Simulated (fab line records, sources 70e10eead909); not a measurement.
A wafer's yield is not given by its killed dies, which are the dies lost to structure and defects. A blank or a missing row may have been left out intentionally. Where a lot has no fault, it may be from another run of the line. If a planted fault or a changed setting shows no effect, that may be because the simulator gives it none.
Matching of chambers || flow nand-harc || rie-diel-04 running NHARC_A_STAIRCASE_TRIM_196: 4 sister chambers
The step chemistry O2, time 211.2 s. 8 wafers are shown with their chamber, then 10 later ones without.

EACH WAFER AND ITS CHAMBER
{"wafer": "L083.6", "chamber": 0, "showerhead-plenum-p-Torr (Torr)": 3.80, "drypump-motor-current-A (A)": 6.2}
{"wafer": "L084.2", "chamber": 3, "showerhead-plenum-p-Torr (Torr)": 3.55, "drypump-motor-current-A (A)": 6.1}
{"wafer": "L084.6", "chamber": 3, "showerhead-plenum-p-Torr (Torr)": 3.55, "drypump-motor-current-A (A)": 6.2}
{"wafer": "L086.3", "chamber": 1, "showerhead-plenum-p-Torr (Torr)": 3.48, "drypump-motor-current-A (A)": 5.9}
{"wafer": "L086.4", "chamber": 0, "showerhead-plenum-p-Torr (Torr)": 3.79, "drypump-motor-current-A (A)": 6.2}
{"wafer": "L086.6", "chamber": 2, "showerhead-plenum-p-Torr (Torr)": 3.30, "drypump-motor-current-A (A)": 5.6}
{"wafer": "L087.2", "chamber": 2, "showerhead-plenum-p-Torr (Torr)": 3.30, "drypump-motor-current-A (A)": 5.6}
{"wafer": "L087.5", "chamber": 1, "showerhead-plenum-p-Torr (Torr)": 3.47, "drypump-motor-current-A (A)": 6.0}

WAFERS WHOSE CHAMBER IS MISSING
{"wafer": "L087.6", "showerhead-plenum-p-Torr (Torr)": 3.79, "drypump-motor-current-A (A)": 6.2}
{"wafer": "L092.1", "showerhead-plenum-p-Torr (Torr)": 3.53, "drypump-motor-current-A (A)": 6.2}
{"wafer": "L092.3", "showerhead-plenum-p-Torr (Torr)": 3.78, "drypump-motor-current-A (A)": 6.2}
{"wafer": "L092.6", "showerhead-plenum-p-Torr (Torr)": 3.78, "drypump-motor-current-A (A)": 6.2}
{"wafer": "L091.2", "showerhead-plenum-p-Torr (Torr)": 3.53, "drypump-motor-current-A (A)": 6.1}
{"wafer": "L091.3", "showerhead-plenum-p-Torr (Torr)": 3.47, "drypump-motor-current-A (A)": 5.9}
{"wafer": "L091.6", "showerhead-plenum-p-Torr (Torr)": 3.29, "drypump-motor-current-A (A)": 5.6}
{"wafer": "L095.2", "showerhead-plenum-p-Torr (Torr)": 3.29, "drypump-motor-current-A (A)": 5.6}
{"wafer": "L095.3", "showerhead-plenum-p-Torr (Torr)": 3.77, "drypump-motor-current-A (A)": 6.2}
{"wafer": "L095.5", "showerhead-plenum-p-Torr (Torr)": 3.77, "drypump-motor-current-A (A)": 6.2}

CHAMBER TAKEN BY EACH
{"wafer": "L087.6", "from the rows above": 0, "in truth": 0}
{"wafer": "L092.1", "from the rows above": 3, "in truth": 3}
{"wafer": "L092.3", "from the rows above": 0, "in truth": 0}
{"wafer": "L092.6", "from the rows above": 0, "in truth": 0}
{"wafer": "L091.2", "from the rows above": 3, "in truth": 3}
{"wafer": "L091.3", "from the rows above": 1, "in truth": 1}
{"wafer": "L091.6", "from the rows above": 2, "in truth": 2}
{"wafer": "L095.2", "from the rows above": 2, "in truth": 2}
{"wafer": "L095.3", "from the rows above": 0, "in truth": 0}
{"wafer": "L095.5", "from the rows above": 0, "in truth": 0}
Correct placement for 10 of the 10. Number that these rows cannot place: 0. Number placed wrongly: 0.
How it was worked out, from the rows above alone: a wafer's distance from a chamber is the root of the sum, over the readings, of the square of ((its reading less the chamber's mean) divided by the reading's scatter). If the next closest chamber is less than 2 further off than the closest, the wafer can't be placed; otherwise it belongs to the closest. For every chamber, the mean is computed from those of its wafers that are shown. The scatter: take each reading less its chamber's mean, square it, sum over the shown wafers, divide by the number of wafers less the number of chambers, and take the root.
